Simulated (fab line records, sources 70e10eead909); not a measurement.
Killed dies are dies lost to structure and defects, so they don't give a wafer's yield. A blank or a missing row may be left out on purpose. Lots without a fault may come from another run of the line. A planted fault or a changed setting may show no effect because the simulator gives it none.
Which tool did it? | flow nand_harc | 12 lots, 36 wafers sampled, at 5 steps of a route of 1302

WHAT THE GAUGES READ, wafer by wafer
NHARC_P_GATE_CD_MEAS_11: target cd 1640 nm.
lot  | measured     | on        | cd_nm (nm)
L705 | day 4 08:09  | cd_sem-02 | 1643.8 1643.4 1642.3
L706 | day 4 20:57  | cd_sem-01 | 1638.6 1639.2 1639.8
L707 | day 5 07:11  | cd_sem-03 | 1642.8 1641.6 1643.4
L710 | day 6 12:40  | cd_sem-02 | 1639.5 1641.9 1641.7
L712 | day 7 06:28  | cd_sem-02 | 1640.9 1641.6 1641.3
L715 | day 8 09:53  | cd_sem-01 | 1639.7 1640.8 1640.9
L716 | day 8 22:13  | cd_sem-01 | 1638.9 1638.1 1640.1
L717 | day 9 10:46  | cd_sem-01 | 1639.4 1639.5 1640.5
L718 | day 10 09:55 | cd_sem-01 | 1640.0 1639.4 1640.3
L724 | day 12 08:07 | cd_sem-03 | 1640.8 1640.6 1636.8
L726 | day 13 03:57 | cd_sem-03 | 1641.5 1640.2 1642.9
L728 | day 13 22:07 | cd_sem-02 | 1640.0 1639.6 1641.1

NHARC_P_GATE_CD_MEAS_46: target cd 720 nm.
lot  | measured     | on        | cd_nm (nm)
L705 | day 5 11:28  | cd_sem-01 | 719.9 720.1 720.8
L706 | day 5 23:04  | cd_sem-01 | 719.2 720.6 719.2
L707 | day 6 11:57  | cd_sem-01 | 721.1 719.1 719.4
L710 | day 7 17:27  | cd_sem-01 | 720.9 721.5 719.5
L712 | day 8 08:21  | cd_sem-01 | 719.4 721.5 719.9
L715 | day 9 12:01  | cd_sem-01 | 718.4 719.5 719.4
L716 | day 10 00:29 | cd_sem-02 | 720.6 719.4 720.1
L717 | day 10 13:50 | cd_sem-02 | 718.7 717.9 718.6
L718 | day 11 16:30 | cd_sem-03 | 719.6 719.4 720.2
L724 | day 13 11:23 | cd_sem-03 | 690.2 688.8 690.0
L726 | day 14 05:56 | cd_sem-01 | 691.9 690.3 690.6
L728 | day 15 02:53 | cd_sem-02 | 717.6 717.7 718.2

WHICH TOOL RAN EACH LOT (tool, then ch and the chambers of the sampled wafers, then the start)
lot  | NHARC_P_GATE_DESCUM_13             | NHARC_P_GATE_HM_DEP_102       | NHARC_P_GATE_EXPOSE_43
L705 | rie_diel-12 ch 0,1, day 4 08:19    | acl_dep-03 ch 0, day 4 21:35  | krf_scanner-04 ch 0, day 5 11:19
L706 | rie_diel-07 ch 1,2,3, day 4 21:06  | acl_dep-01 ch 0, day 5 09:47  | krf_scanner-03 ch 0, day 5 22:55
L707 | rie_diel-07 ch 1,2,3, day 5 07:22  | acl_dep-01 ch 0, day 5 22:50  | krf_scanner-04 ch 0, day 6 11:48
L710 | rie_diel-12 ch 1,3, day 6 12:50    | acl_dep-02 ch 0, day 7 02:30  | krf_scanner-04 ch 0, day 7 17:18
L712 | rie_diel-12 ch 1,2, day 7 06:38    | acl_dep-01 ch 0, day 7 19:11  | krf_scanner-04 ch 0, day 8 08:11
L715 | rie_diel-03 ch 1,3, day 8 10:02    | acl_dep-02 ch 0, day 8 22:43  | krf_scanner-03 ch 0, day 9 11:51
L716 | rie_diel-12 ch 0,1,2, day 8 22:23  | acl_dep-02 ch 0, day 9 11:07  | krf_scanner-03 ch 0, day 10 00:19
L717 | rie_diel-03 ch 0,2,3, day 9 10:56  | acl_dep-02 ch 0, day 10 00:30 | krf_scanner-02 ch 0, day 10 13:41
L718 | rie_diel-03 ch 0,1,2, day 10 10:06 | acl_dep-03 ch 0, day 11 03:15 | krf_scanner-02 ch 0, day 11 16:20
L724 | rie_diel-03 ch 0,1,3, day 12 08:18 | acl_dep-03 ch 0, day 12 21:40 | krf_scanner-03 ch 0, day 13 11:13
L726 | rie_diel-07 ch 1,2, day 13 04:07   | acl_dep-01 ch 0, day 13 16:37 | krf_scanner-03 ch 0, day 14 05:47
L728 | rie_diel-12 ch 0,1,2, day 13 22:19 | acl_dep-01 ch 0, day 14 13:28 | krf_scanner-02 ch 0, day 15 02:43
- NHARC_P_GATE_DESCUM_13: chemistry O2, time 3 s.
- NHARC_P_GATE_HM_DEP_102: deposits aC, target thk 120 nm.
- NHARC_P_GATE_EXPOSE_43: exposes mask P NSD, target cd 720 nm.

WHAT THE TOOLS THEMSELVES READ (means of the sampled wafers that have a number; where no wafer has one, the mark that the record gives instead)
NHARC_P_GATE_DESCUM_13.
lot  | tool        | drypump_motor_current_A (A) | oes_product_au (a.u.) | rf_vpp_V (V) | showerhead_plenum_p_Torr (Torr) | throttle_valve_pct (%)
L705 | rie_diel-12 | 5.7                         | 1.006                 | 58.0         | 1.94                            | 11.317
L706 | rie_diel-07 | 6.0                         | 1.000                 | 57.9         | 1.98                            | 11.305
L707 | rie_diel-07 | 6.0                         | 1.003                 | 57.5         | 1.98                            | 11.304
L710 | rie_diel-12 | 6.1                         | 0.997                 | 57.3         | 1.94                            | 11.318
L712 | rie_diel-12 | 6.3                         | 1.006                 | 57.8         | 1.98                            | 11.315
L715 | rie_diel-03 | 6.2                         | 1.004                 | 56.5         | 1.84                            | 11.311
L716 | rie_diel-12 | 5.8                         | 0.996                 | 57.9         | 1.96                            | 11.310
L717 | rie_diel-03 | 5.9                         | 1.007                 | 57.8         | 1.84                            | 11.311
L718 | rie_diel-03 | 6.1                         | 1.009                 | 57.6         | 1.87                            | 11.313
L724 | rie_diel-03 | 6.2                         | 0.991                 | 57.2         | 1.87                            | 11.316
L726 | rie_diel-07 | 6.0                         | 1.005                 | 58.3         | 1.98                            | 11.299
L728 | rie_diel-12 | 5.8                         | 1.003                 | 57.2         | 1.96                            | 11.312

NHARC_P_GATE_HM_DEP_102.
lot  | tool       | throttle_valve_pct (%)
L705 | acl_dep-03 | 35.008
L706 | acl_dep-01 | 34.996
L707 | acl_dep-01 | 34.993
L710 | acl_dep-02 | 35.003
L712 | acl_dep-01 | 34.991
L715 | acl_dep-02 | 35.001
L716 | acl_dep-02 | 35.000
L717 | acl_dep-02 | 34.997
L718 | acl_dep-03 | 35.000
L724 | acl_dep-03 | 35.002
L726 | acl_dep-01 | 34.995
L728 | acl_dep-01 | 35.005

NHARC_P_GATE_EXPOSE_43.
lot  | tool           | exposure_dose_mJ_cm2
L705 | krf_scanner-04 | 14.832
L706 | krf_scanner-03 | 14.812
L707 | krf_scanner-04 | 14.826
L710 | krf_scanner-04 | 14.827
L712 | krf_scanner-04 | 14.819
L715 | krf_scanner-03 | 14.808
L716 | krf_scanner-03 | 14.829
L717 | krf_scanner-02 | 14.809
L718 | krf_scanner-02 | 14.791
L724 | krf_scanner-03 | 12.491
L726 | krf_scanner-03 | 12.489
L728 | krf_scanner-02 | 14.799

THE ANSWER, worked out from the rows above alone
Rule: what is usual is taken from the lots themselves. Put in order of their means at a reading, lots are off if they are a third of the lots or fewer, leave a main group of 4 or more, and stand apart from it by a gap of 3 or more times the standard deviation of the main group's means; of several such gaps the widest counts. A main group whose means are all the same, to the digits that the tables above print for the reading, isn't used. A lot without any number at a reading at which 4 lots or more have one is off too. The other lots that the step has rows for count as sound. The gauges are gone through in route order, then the tools' own readings, and for those a lot's mean is taken as printed above. The first step at which some lot is off is used, and at that step the reading that is off furthest; a lot without a number counts as furthest.
Off: L724, L726, at NHARC_P_GATE_CD_MEAS_46 (cd_nm). The main group: mean 719.6 nm, standard deviation 0.84.
A tool fits if, at a process step before that reading, it ran every lot that is off, and no sound lot after the first of them. The gauges at NHARC_P_GATE_CD_MEAS_46 aren't tried: what is off there is off at NHARC_P_GATE_EXPOSE_43 too, on other tools, and a gauge's error can't cause that. One fits: krf_scanner-03 at NHARC_P_GATE_EXPOSE_43. Its last sound lot is L716 (day 10 00:19), its first lot that is off L724 (day 13 11:13): a fault that began between those two fits.
The tool's own readings at NHARC_P_GATE_EXPOSE_43 bear it out: on the lots that are off they differ by more than 5 times the standard deviation of the sound lots' means. exposure_dose_mJ_cm2 reads 12.490 there against 14.815 on the sound lots.

WHAT THE SIMULATOR HAD PUT IN
Process parameter drift: krf_scanner-03, from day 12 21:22 on, at NHARC_P_GATE_EXPOSE_43. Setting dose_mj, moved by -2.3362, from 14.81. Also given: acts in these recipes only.
Lots struck among those shown: L724, L726. The rule above found the same.
